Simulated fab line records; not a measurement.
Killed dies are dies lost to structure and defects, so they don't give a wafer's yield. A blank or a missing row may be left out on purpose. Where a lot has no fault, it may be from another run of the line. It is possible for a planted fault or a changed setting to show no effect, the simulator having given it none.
fab line records	flow n5-finfet
record: lots: 24	wafers: 72	last-day: 17
route steps=1938 shown BEOL_M1@799 BEOL_M2@878
lots that met no fault: from a run of the same line without faults
start-h: hours from the record's first day to the start of the lot's first wafer shown	wait-h: time in hours since the lot's previous step	" the same as in the row above	L1.1+2: a row that stands for several wafers	- no value present, or no start provided	* or withheld: withheld	< > ~ a bound
route shown NAME@n: names a module that has steps shown in the file, with the first one's number in the route	usual: mean/standard deviation taken from wafers without a fault	same: alike in all rows	chamber/n: place in a boat	sites: per-site readings	_std_site: their standard deviation	_edge_site: outer sites' mean less inner sites'	radius-mm: how far each site lies from the wafer's centre	mask NAME#n: copy n	behind: the tool/chamber that last shaped the wafer	hold: what put the lot on hold/how long, in hours/how the hold closed	device: the n, p or np transistor that did not switch	end of line: tests of these same wafers at the route's end	a step without rows: its recipe alone	killed: the dies lost at the first sort to structure and to defects; this is not the yield of the wafer	map: per-die view of a wafer (x killed, . not killed, _ where there is no die)
set.NAME: the setting as run; set.NAME@STEP: as run at that earlier step	model.NAME: the simulator's own value behind a step, which no gauge read
one table for each step of the route and one row for each wafer, over a sample of lots
services: from which hour (start-h, from the record's first day; less than 0 if before it) a tool's chamber was out of use, for how many hours, and why
== steps ==
step: N5_BEOL_M1_STRIP_36
recipe: chemistry: N2/H2	power-w: 450	temp-c: 40	pressure-mtorr: 20	rf-frequency-hz: 6e+07	overash-fraction: 0.3	bias-power-w: 7	h2-frac: 0.5	n2-flow-sccm: 200	h2-flow-sccm: 200
usual: drypump-motor-current-A: 5.8/0.54	h2-flow-sccm: 200.1/0.55	oes-product-au: 0.79/0.067	rf-vpp-V: 59.3/1.4	showerhead-plenum-p-Torr: 2.54/0.053	throttle-valve-pct: 23.6/0.32
lot.wafer	tool	chamber	start-h	wait-h	drypump-motor-current-A	h2-flow-sccm	oes-product-au	rf-hours-counter-h	rf-vpp-V	showerhead-plenum-p-Torr	throttle-valve-pct
L074.2	rie-diel-05	3	128.86	0.0	6.4	200.4	0.86	73	56.3	2.48	24.1
L074.3	"	2	"	"	5.9	199.3	0.84	79	58.8	2.55	23.1
L074.4	"	0	"	"	5.9	199.5	0.73	207	57.3	2.51	23.8
L075.1	rie-diel-03	3	131.76	0.0	6.6	200.3	0.84	73	59.8	2.57	23.6
L075.5	"	1	"	"	4.8	199.3	0.95	-	60.5	2.61	23.3
L075.6	"	2	"	"	5.8	200.7	0.70	-	58.8	2.61	23.5
L076.3	rie-diel-03	3	132.41	0.0	6.6	199.7	0.84	73	60.2	2.57	23.6
L076.4	"	2	"	"	5.7	199.3	0.71	217	59.2	2.61	23.5
L076.6	"	1	"	"	4.8	199.3	0.95	-	60.8	2.61	23.3
L077.3	rie-diel-05	3	148.89	0.0	6.4	200.9	0.84	75	56.7	2.48	24.1
L077.4	"	0	"	"	5.8	200.3	0.72	215	60.0	2.51	23.8
L077.6	"	1	"	"	5.7	199.9	0.74	-	58.0	2.62	23.2
L078.1	rie-diel-03	3	154.90	0.0	6.6	200.3	0.84	80	61.3	2.57	23.6
L078.5	"	3	"	"	6.6	200.3	0.83	-	60.3	2.57	23.6
L078.6	"	2	"	"	5.7	200.2	0.71	-	60.7	2.60	23.5
L079.2	rie-diel-05	1	155.02	0.0	5.6	200.8	0.75	153	58.9	2.62	23.3
L079.4	"	0	"	"	5.9	199.8	0.72	217	59.1	2.50	23.8
L079.6	"	2	"	"	5.9	199.4	0.82	-	61.0	2.54	23.1
L081.1	rie-diel-03	3	174.52	0.0	6.6	200.3	0.83	85	61.1	2.57	23.6
L081.2	"	1	"	"	4.8	200.8	0.92	14	58.1	2.61	23.3
L081.5	"	0	"	"	5.3	200.4	0.84	-	61.7	2.47	23.8
L080.4	rie-diel-02	1	174.56	0.0	5.7	200.8	0.81	90	60.2	2.45	23.7
L080.5	"	1	"	"	5.7	199.5	0.81	-	59.6	2.45	23.8
L080.6	"	2	"	"	6.4	200.2	0.73	-	60.9	2.52	23.5
L083.1	rie-diel-02	2	183.12	0.0	6.5	200.3	0.71	164	57.4	2.52	23.5
L083.3	"	1	"	"	5.7	201.2	0.80	92	58.2	2.45	23.7
L083.5	"	3	"	"	5.4	200.0	0.76	-	57.3	2.56	24.2
L082.1	rie-diel-05	0	183.73	0.0	5.9	200.1	0.73	224	60.5	2.50	23.7
L082.3	"	1	"	"	5.6	199.5	0.74	161	60.4	2.61	23.3
L082.5	"	1	"	"	5.6	200.1	0.73	-	60.1	2.61	23.3
L084.3	rie-diel-02	0	184.81	0.0	5.4	200.4	0.87	49	59.1	2.50	23.3
L084.4	"	2	"	"	6.4	199.3	0.72	165	57.2	2.52	23.5
L084.5	"	2	"	"	6.4	199.6	0.70	-	58.7	2.52	23.5
L085.1	rie-diel-02	0	191.13	0.0	5.4	199.5	0.88	50	58.8	2.50	23.3
L085.4	"	2	"	"	6.5	200.7	0.71	166	59.2	2.52	23.5
L085.5	"	1	"	"	5.7	201.0	0.80	-	59.4	2.45	23.8
L088.2	rie-diel-02	0	206.77	0.0	5.4	200.2	0.87	57	58.2	2.50	23.4
L088.4	"	3	"	"	5.4	199.5	0.75	171	59.3	2.56	24.2
L088.6	"	2	"	"	6.5	199.2	0.71	-	59.1	2.51	23.5
L086.2	rie-diel-03	1	209.85	0.0	4.8	199.5	0.88	26	61.2	2.60	23.3
L086.5	"	0	"	"	5.3	200.5	0.83	-	60.4	2.47	23.8
L086.6	"	3	"	"	6.6	199.5	0.81	-	61.2	2.56	23.6
L087.1	rie-diel-02	2	210.40	0.0	6.5	199.9	0.71	172	62.3	2.51	23.5
L087.4	"	0	"	"	5.4	200.6	0.88	57	59.3	2.50	23.3
L087.5	"	2	"	"	6.5	200.6	0.71	-	59.8	2.51	23.5
L089.2	rie-diel-03	2	215.83	0.0	5.7	199.8	0.70	236	60.0	2.60	23.5
L089.4	"	1	"	"	4.8	200.0	0.89	27	58.9	2.60	23.4
L089.6	"	2	"	"	5.7	200.0	0.69	-	59.7	2.60	23.5
L090.3	rie-diel-05	2	217.98	0.0	5.9	199.5	0.80	111	58.8	2.54	23.1
L090.5	"	3	"	"	6.4	200.8	0.82	-	59.3	2.47	24.2
L090.6	"	2	"	"	5.9	199.6	0.81	-	60.7	2.54	23.1
L092.3	rie-diel-02	1	231.33	0.0	5.7	200.8	0.79	106	61.8	2.45	23.8
L092.4	"	2	"	"	6.5	200.3	0.71	178	58.3	2.51	23.6
L092.5	"	0	"	"	5.4	199.6	0.86	-	57.5	2.50	23.4
L091.1	rie-diel-03	3	231.36	0.0	6.6	200.0	0.81	103	58.1	2.56	23.6
L091.2	"	0	"	"	5.3	201.4	0.81	93	58.0	2.46	23.8
L091.6	"	1	"	"	4.8	200.0	0.88	-	59.4	2.60	23.4
L093.2	rie-diel-02	2	240.82	0.0	6.5	200.6	0.71	181	58.5	2.51	23.5
L093.4	"	1	"	"	5.7	199.5	0.79	109	58.1	2.44	23.8
L093.5	"	3	"	"	5.4	200.3	0.73	-	60.7	2.55	24.2
L095.1	rie-diel-03	3	244.48	0.0	6.7	200.3	0.81	107	60.2	2.56	23.6
L095.4	"	1	"	"	4.8	199.7	0.88	35	57.4	2.60	23.4
L095.5	"	2	"	"	5.7	201.1	0.70	-	61.0	2.59	23.5
L094.1	rie-diel-05	0	245.72	0.0	5.8	201.1	0.71	242	58.4	2.49	23.8
L094.2	"	3	"	"	6.4	200.8	0.81	102	55.9	2.47	24.1
L094.4	"	2	"	"	5.9	199.9	0.79	121	60.5	2.53	23.1
L096.1	rie-diel-05	3	262.59	0.0	6.4	201.1	0.80	108	57.2	2.47	24.2
L096.2	"	2	"	"	5.9	199.4	0.78	126	61.0	2.53	23.1
L096.3	"	0	"	"	5.8	200.0	0.71	248	57.1	2.49	23.8
L097.1	rie-diel-03	1	265.68	0.0	4.8	199.2	0.87	43	58.5	2.59	23.4
L097.2	"	0	"	"	5.3	199.8	0.79	104	57.1	2.46	23.8
L097.6	"	3	"	"	6.6	200.0	0.79	-	58.9	2.55	23.6
step: N5_BEOL_M1_CD_MEAS_35
recipe: target-cd-nm: 18	target-cd-y-nm: 21	polarity: opening
usual: cd-nm: 17.8/0.42
lot.wafer	tool	chamber	start-h	wait-h	cd-nm
L074.2	cd-sem-02	-	129.21	0.0	17.9
L074.3	"	-	"	"	17.3
L074.4	"	-	"	"	17.4
L075.1	cd-sem-03	-	132.11	0.0	18.4
L075.5	"	-	"	"	17.8
L075.6	"	-	"	"	18.1
L076.3	cd-sem-01	-	132.78	0.0	17.3
L076.4	"	-	"	"	17.4
L076.6	"	-	"	"	17.9
L077.3	cd-sem-01	-	149.24	0.0	17.6
L077.4	"	-	"	"	17.1
L077.6	"	-	"	"	18.4
L078.1	cd-sem-02	-	155.25	0.0	17.5
L078.5	"	-	"	"	18.1
L078.6	"	-	"	"	18.2
L079.2	cd-sem-01	-	155.38	0.0	17.9
L079.4	"	-	"	"	17.7
L079.6	"	-	"	"	17.9
L081.1	cd-sem-01	-	174.87	0.0	17.7
L081.2	"	-	"	"	18.0
L081.5	"	-	"	"	17.9
L080.4	cd-sem-02	-	174.91	0.0	18.3
L080.5	"	-	"	"	17.9
L080.6	"	-	"	"	18.2
L083.1	cd-sem-03	-	183.46	0.0	17.7
L083.3	"	-	"	"	17.9
L083.5	"	-	"	"	17.5
L082.1	cd-sem-01	-	184.08	0.0	17.9
L082.3	"	-	"	"	17.1
L082.5	"	-	"	"	17.5
L084.3	cd-sem-02	-	185.17	0.0	17.9
L084.4	"	-	"	"	17.4
L084.5	"	-	"	"	18.6
L085.1	cd-sem-03	-	191.48	0.0	17.7
L085.4	"	-	"	"	17.4
L085.5	"	-	"	"	16.8
L088.2	cd-sem-01	-	207.12	0.0	18.1
L088.4	"	-	"	"	18.4
L088.6	"	-	"	"	18.1
L086.2	cd-sem-03	-	210.20	0.0	18.0
L086.5	"	-	"	"	17.9
L086.6	"	-	"	"	18.5
L087.1	cd-sem-01	-	210.75	0.0	17.8
L087.4	"	-	"	"	17.9
L087.5	"	-	"	"	17.5
L089.2	cd-sem-01	-	216.18	0.0	17.7
L089.4	"	-	"	"	18.1
L089.6	"	-	"	"	18.1
L090.3	cd-sem-03	-	218.33	0.0	17.4
L090.5	"	-	"	"	17.3
L090.6	"	-	"	"	17.2
L092.3	cd-sem-01	-	231.68	0.0	17.9
L092.4	"	-	"	"	17.5
L092.5	"	-	"	"	18.3
L091.1	cd-sem-03	-	231.71	0.0	17.4
L091.2	"	-	"	"	17.6
L091.6	"	-	"	"	17.8
L093.2	cd-sem-01	-	241.27	0.0	17.5
L093.4	"	-	"	"	17.7
L093.5	"	-	"	"	18.0
L095.1	cd-sem-03	-	244.83	0.0	18.5
L095.4	"	-	"	"	18.1
L095.5	"	-	"	"	17.8
L094.1	cd-sem-01	-	246.07	0.0	17.5
L094.2	"	-	"	"	18.2
L094.4	"	-	"	"	18.0
L096.1	cd-sem-03	-	262.94	0.0	17.5
L096.2	"	-	"	"	17.3
L096.3	"	-	"	"	17.9
L097.1	cd-sem-01	-	266.03	0.0	17.6
L097.2	"	-	"	"	17.5
L097.6	"	-	"	"	18.3
step: N5_BEOL_M1_SPUTTER_81
recipe: material: Cu	target-thk-a: 45	temp-c: -20	chamber-pressure-pa: 0.07	power-w: withheld	time-s: 8.29
usual: throttle-valve-pct: 30.0/1.2
lot.wafer	tool	chamber	start-h	wait-h	throttle-valve-pct
L074.2	pvd-sputter-02	-	130.80	0.1	32.4
L074.3	"	-	"	"	29.0
L074.4	"	-	"	"	30.2
L075.1	pvd-sputter-02	-	133.39	0.1	32.5
L075.5	"	-	"	"	30.6
L075.6	"	-	"	"	32.2
L076.3	pvd-sputter-03	-	135.58	0.1	30.1
L076.4	"	-	"	"	29.8
L076.6	"	-	"	"	29.9
L077.3	pvd-sputter-02	-	151.58	0.1	27.8
L077.4	"	-	"	"	30.7
L077.6	"	-	"	"	30.5
L078.1	pvd-sputter-01	-	156.51	0.1	31.0
L078.5	"	-	"	"	30.4
L078.6	"	-	"	"	31.0
L079.2	pvd-sputter-02	-	156.65	0.1	30.5
L079.4	"	-	"	"	29.2
L079.6	"	-	"	"	32.3
L081.1	pvd-sputter-03	-	176.63	0.1	28.5
L081.2	"	-	"	"	30.1
L081.5	"	-	"	"	30.0
L080.4	pvd-sputter-01	-	176.87	0.1	29.4
L080.5	"	-	"	"	28.9
L080.6	"	-	"	"	30.7
L083.1	pvd-sputter-01	-	185.24	0.1	30.9
L083.3	"	-	"	"	29.4
L083.5	"	-	"	"	29.3
L082.1	pvd-sputter-03	-	185.98	0.1	30.1
L082.3	"	-	"	"	29.9
L082.5	"	-	"	"	30.1
L084.3	pvd-sputter-02	-	187.90	0.1	30.7
L084.4	"	-	"	"	27.8
L084.5	"	-	"	"	32.2
L085.1	pvd-sputter-03	-	193.49	0.1	30.1
L085.4	"	-	"	"	28.5
L085.5	"	-	"	"	30.1
L088.2	pvd-sputter-01	-	208.52	0.1	29.2
L088.4	"	-	"	"	30.3
L088.6	"	-	"	"	29.4
L086.2	pvd-sputter-01	-	211.55	0.1	30.6
L086.5	"	-	"	"	31.0
L086.6	"	-	"	"	29.4
L087.1	pvd-sputter-02	-	213.53	0.1	32.4
L087.4	"	-	"	"	29.5
L087.5	"	-	"	"	30.4
L089.2	pvd-sputter-03	-	218.01	0.1	28.4
L089.4	"	-	"	"	30.1
L089.6	"	-	"	"	30.2
L090.3	pvd-sputter-03	-	219.85	0.1	28.4
L090.5	"	-	"	"	28.6
L090.6	"	-	"	"	30.2
L092.3	pvd-sputter-01	-	232.96	0.1	29.6
L092.4	"	-	"	"	31.0
L092.5	"	-	"	"	30.9
L091.1	pvd-sputter-03	-	233.03	0.1	30.1
L091.2	"	-	"	"	30.2
L091.6	"	-	"	"	30.2
L093.2	pvd-sputter-03	-	243.06	0.1	29.7
L093.4	"	-	"	"	29.9
L093.5	"	-	"	"	29.9
L095.1	pvd-sputter-02	-	246.71	0.1	27.8
L095.4	"	-	"	"	29.1
L095.5	"	-	"	"	27.8
L094.1	pvd-sputter-01	-	248.04	0.1	29.0
L094.2	"	-	"	"	30.5
L094.4	"	-	"	"	29.6
L096.1	pvd-sputter-02	-	264.35	0.1	27.5
L096.2	"	-	"	"	29.3
L096.3	"	-	"	"	32.2
L097.1	pvd-sputter-02	-	267.91	0.1	30.5
L097.2	"	-	"	"	27.8
L097.6	"	-	"	"	30.6
step: N5_BEOL_M1_SPUTTER_92
recipe: material: Cu	target-thk-a: 45	temp-c: -20	chamber-pressure-pa: 0.07	power-w: withheld	time-s: 8.29
usual: throttle-valve-pct: 30.0/1.2
lot.wafer	tool	chamber	start-h	wait-h	throttle-valve-pct
L074.2	pvd-sputter-02	-	131.68	0.1	31.9
L074.3	"	-	"	"	29.3
L074.4	"	-	"	"	30.4
L075.1	pvd-sputter-02	-	134.27	0.1	32.0
L075.5	"	-	"	"	30.6
L075.6	"	-	"	"	32.2
L076.3	pvd-sputter-03	-	136.46	0.1	30.1
L076.4	"	-	"	"	29.9
L076.6	"	-	"	"	29.7
L077.3	pvd-sputter-02	-	152.46	0.1	27.9
L077.4	"	-	"	"	30.7
L077.6	"	-	"	"	30.4
L078.1	pvd-sputter-01	-	157.39	0.1	31.1
L078.5	"	-	"	"	30.6
L078.6	"	-	"	"	31.0
L079.2	pvd-sputter-02	-	157.53	0.1	30.6
L079.4	"	-	"	"	28.9
L079.6	"	-	"	"	32.3
L081.1	pvd-sputter-03	-	177.51	0.1	28.3
L081.2	"	-	"	"	29.9
L081.5	"	-	"	"	30.0
L080.4	pvd-sputter-01	-	177.83	0.1	29.2
L080.5	"	-	"	"	29.1
L080.6	"	-	"	"	30.7
L083.1	pvd-sputter-01	-	186.19	0.1	30.9
L083.3	"	-	"	"	29.4
L083.5	"	-	"	"	28.8
L082.1	pvd-sputter-03	-	186.86	0.1	29.9
L082.3	"	-	"	"	30.2
L082.5	"	-	"	"	30.1
L084.3	pvd-sputter-02	-	188.78	0.1	30.5
L084.4	"	-	"	"	27.5
L084.5	"	-	"	"	32.2
L085.1	pvd-sputter-03	-	194.37	0.1	29.9
L085.4	"	-	"	"	28.3
L085.5	"	-	"	"	29.8
L088.2	pvd-sputter-01	-	209.40	0.1	29.2
L088.4	"	-	"	"	30.3
L088.6	"	-	"	"	29.3
L086.2	pvd-sputter-01	-	212.43	0.1	30.3
L086.5	"	-	"	"	30.8
L086.6	"	-	"	"	29.4
L087.1	pvd-sputter-02	-	214.41	0.1	32.3
L087.4	"	-	"	"	29.1
L087.5	"	-	"	"	30.6
L089.2	pvd-sputter-03	-	218.89	0.1	28.5
L089.4	"	-	"	"	30.1
L089.6	"	-	"	"	30.2
L090.3	pvd-sputter-03	-	220.73	0.1	28.4
L090.5	"	-	"	"	28.7
L090.6	"	-	"	"	30.0
L092.3	pvd-sputter-01	-	233.84	0.1	29.5
L092.4	"	-	"	"	31.1
L092.5	"	-	"	"	30.9
L091.1	pvd-sputter-03	-	233.91	0.1	30.2
L091.2	"	-	"	"	29.9
L091.6	"	-	"	"	30.1
L093.2	pvd-sputter-03	-	243.94	0.1	30.2
L093.4	"	-	"	"	30.1
L093.5	"	-	"	"	30.0
L095.1	pvd-sputter-02	-	247.59	0.1	27.5
L095.4	"	-	"	"	28.9
L095.5	"	-	"	"	27.8
L094.1	pvd-sputter-01	-	248.92	0.1	28.9
L094.2	"	-	"	"	31.0
L094.4	"	-	"	"	29.0
L096.1	pvd-sputter-02	-	265.23	0.1	27.9
L096.2	"	-	"	"	29.1
L096.3	"	-	"	"	32.3
L097.1	pvd-sputter-02	-	268.79	0.1	30.5
L097.2	"	-	"	"	27.9
L097.6	"	-	"	"	30.3
step: N5_BEOL_M1_ANNEAL_51
recipe: temp-c: 225	time-s: 90	ambient: N2
usual: wafer_temp_C_max: 225.79/0.21
lot.wafer	tool	chamber	start-h	wait-h	wafer_temp_C_max
L074.2	rtp-anneal-02	0	132.79	0.5	225.77
L074.3	"	0	"	"	225.31
L074.4	"	0	"	"	225.87
L075.1	rtp-anneal-02	0	135.05	0.2	225.63
L075.5	"	0	"	"	225.49
L075.6	"	0	"	"	225.24
L076.3	rtp-anneal-01	0	137.19	0.1	225.89
L076.4	"	0	"	"	225.92
L076.6	"	0	"	"	226.14
L077.3	rtp-anneal-01	0	154.14	1.1	225.87
L077.4	"	0	"	"	225.74
L077.6	"	0	"	"	226.09
L078.1	rtp-anneal-02	0	158.02	0.1	225.76
L078.5	"	0	"	"	225.73
L078.6	"	0	"	"	225.65
L079.2	rtp-anneal-02	0	158.34	0.2	225.50
L079.4	"	0	"	"	225.70
L079.6	"	0	"	"	225.82
L081.1	rtp-anneal-01	0	178.15	0.1	226.01
L081.2	"	0	"	"	226.01
L081.5	"	0	"	"	226.01
L080.4	rtp-anneal-01	0	178.64	0.2	225.94
L080.5	"	0	"	"	226.22
L080.6	"	0	"	"	225.91
L083.1	rtp-anneal-02	0	186.87	0.1	225.46
L083.3	"	0	"	"	225.92
L083.5	"	0	"	"	225.58
L082.1	rtp-anneal-02	0	187.50	0.1	225.84
L082.3	"	0	"	"	225.87
L082.5	"	0	"	"	225.63
L084.3	rtp-anneal-02	0	189.50	0.1	225.56
L084.4	"	0	"	"	225.66
L084.5	"	0	"	"	225.63
L085.1	rtp-anneal-02	0	195.00	0.1	225.62
L085.4	"	0	"	"	226.11
L085.5	"	0	"	"	225.77
L088.2	rtp-anneal-02	0	210.26	0.3	225.46
L088.4	"	0	"	"	225.71
L088.6	"	0	"	"	225.60
L086.2	rtp-anneal-02	0	213.11	0.1	226.02
L086.5	"	0	"	"	226.18
L086.6	"	0	"	"	226.01
L087.1	rtp-anneal-02	0	215.05	0.1	225.70
L087.4	"	0	"	"	226.08
L087.5	"	0	"	"	225.53
L089.2	rtp-anneal-01	0	219.57	0.1	225.70
L089.4	"	0	"	"	226.02
L089.6	"	0	"	"	225.81
L090.3	rtp-anneal-02	0	221.45	0.1	225.64
L090.5	"	0	"	"	225.61
L090.6	"	0	"	"	225.98
L091.1	rtp-anneal-02	0	234.55	0.1	225.61
L091.2	"	0	"	"	225.63
L091.6	"	0	"	"	225.57
L092.3	rtp-anneal-01	0	234.57	0.1	225.68
L092.4	"	0	"	"	225.83
L092.5	"	0	"	"	225.75
L093.2	rtp-anneal-01	0	244.96	0.4	225.92
L093.4	"	0	"	"	225.65
L093.5	"	0	"	"	226.27
L095.1	rtp-anneal-02	0	248.23	0.1	225.69
L095.4	"	0	"	"	225.84
L095.5	"	0	"	"	225.86
L094.1	rtp-anneal-02	0	249.93	0.4	225.89
L094.2	"	0	"	"	225.94
L094.4	"	0	"	"	226.00
L096.1	rtp-anneal-02	0	265.87	0.1	225.80
L096.2	"	0	"	"	225.78
L096.3	"	0	"	"	225.60
L097.1	rtp-anneal-02	0	269.43	0.1	225.81
L097.2	"	0	"	"	225.51
L097.6	"	0	"	"	225.52
step: N5_BEOL_M2_INSPECT_30
recipe: mode: adi	inspect-instrument: brightfield
usual: raw-defect-count: 407/91
lot.wafer	tool	chamber	start-h	wait-h	raw-defect-count
L074.2	defect-inspect-02	-	137.43	0.0	470
L074.3	"	-	"	"	439
L074.4	"	-	"	"	626
L075.1	defect-inspect-01	-	138.17	0.1	353
L075.5	"	-	"	"	289
L075.6	"	-	"	"	361
L076.3	defect-inspect-01	-	141.22	0.0	562
L076.4	"	-	"	"	534
L076.6	"	-	"	"	455
L077.3	defect-inspect-01	-	156.83	0.0	368
L077.4	"	-	"	"	372
L077.6	"	-	"	"	375
L078.1	defect-inspect-01	-	161.54	0.1	563
L078.5	"	-	"	"	642
L078.6	"	-	"	"	424
L079.2	defect-inspect-02	-	162.40	0.0	290
L079.4	"	-	"	"	205
L079.6	"	-	"	"	376
L081.1	defect-inspect-01	-	181.09	0.1	243
L081.2	"	-	"	"	432
L081.5	"	-	"	"	412
L080.4	defect-inspect-02	-	182.04	0.0	330
L080.5	"	-	"	"	356
L080.6	"	-	"	"	383
L083.1	defect-inspect-02	-	190.10	0.1	484
L083.3	"	-	"	"	346
L083.5	"	-	"	"	432
L082.1	defect-inspect-01	-	191.02	0.1	381
L082.3	"	-	"	"	311
L082.5	"	-	"	"	359
L084.3	defect-inspect-02	-	192.46	0.0	514
L084.4	"	-	"	"	446
L084.5	"	-	"	"	599
L085.1	defect-inspect-02	-	199.09	0.1	219
L085.4	"	-	"	"	367
L085.5	"	-	"	"	290
L088.2	defect-inspect-01	-	213.03	0.0	369
L088.4	"	-	"	"	431
L088.6	"	-	"	"	414
L086.2	defect-inspect-01	-	216.35	0.0	402
L086.5	"	-	"	"	451
L086.6	"	-	"	"	269
L087.1	defect-inspect-01	-	218.87	0.1	335
L087.4	"	-	"	"	443
L087.5	"	-	"	"	417
L089.2	defect-inspect-01	-	224.78	0.1	582
L089.4	"	-	"	"	316
L089.6	"	-	"	"	479
L090.3	defect-inspect-01	-	224.89	0.0	436
L090.5	"	-	"	"	319
L090.6	"	-	"	"	335
L092.3	defect-inspect-02	-	237.14	0.0	436
L092.4	"	-	"	"	396
L092.5	"	-	"	"	429
L091.1	defect-inspect-02	-	237.40	0.1	385
L091.2	"	-	"	"	573
L091.6	"	-	"	"	536
L093.2	defect-inspect-02	-	248.96	0.0	618
L093.4	"	-	"	"	461
L093.5	"	-	"	"	483
L095.1	defect-inspect-02	-	251.56	0.1	454
L095.4	"	-	"	"	481
L095.5	"	-	"	"	413
L094.1	defect-inspect-01	-	252.72	0.1	465
L094.2	"	-	"	"	563
L094.4	"	-	"	"	448
L096.1	defect-inspect-02	-	270.45	0.1	369
L096.2	"	-	"	"	467
L096.3	"	-	"	"	278
L097.1	defect-inspect-01	-	275.87	0.1	374
L097.2	"	-	"	"	392
L097.6	"	-	"	"	328
== services ==
tool	chamber	start-h	hours	kind
rie-diel-03	1	109.14	-	clean
rie-diel-03	1	109.14	-	consumable-replace:focus-ring
rie-diel-03	1	109.14	17.6	scheduled-down
rie-diel-03	1	109.14	17.6	vent-cycle
rie-diel-02	3	119.31	7.9	repair
rie-diel-05	-	122.19	0.2	repair
rie-diel-05	3	129.67	16.7	repair
pvd-sputter-01	-	150.27	1.8	repair
rie-diel-05	-	159.80	1.1	repair
rie-diel-03	2	189.48	14.7	repair
rie-diel-02	-	249.58	2.8	pm
rie-diel-03	2	261.75	-	clean
rie-diel-03	2	261.75	-	consumable-replace:focus-ring
rie-diel-03	2	261.75	24.2	scheduled-down
rie-diel-03	2	261.75	24.2	vent-cycle
== key ==
fault none
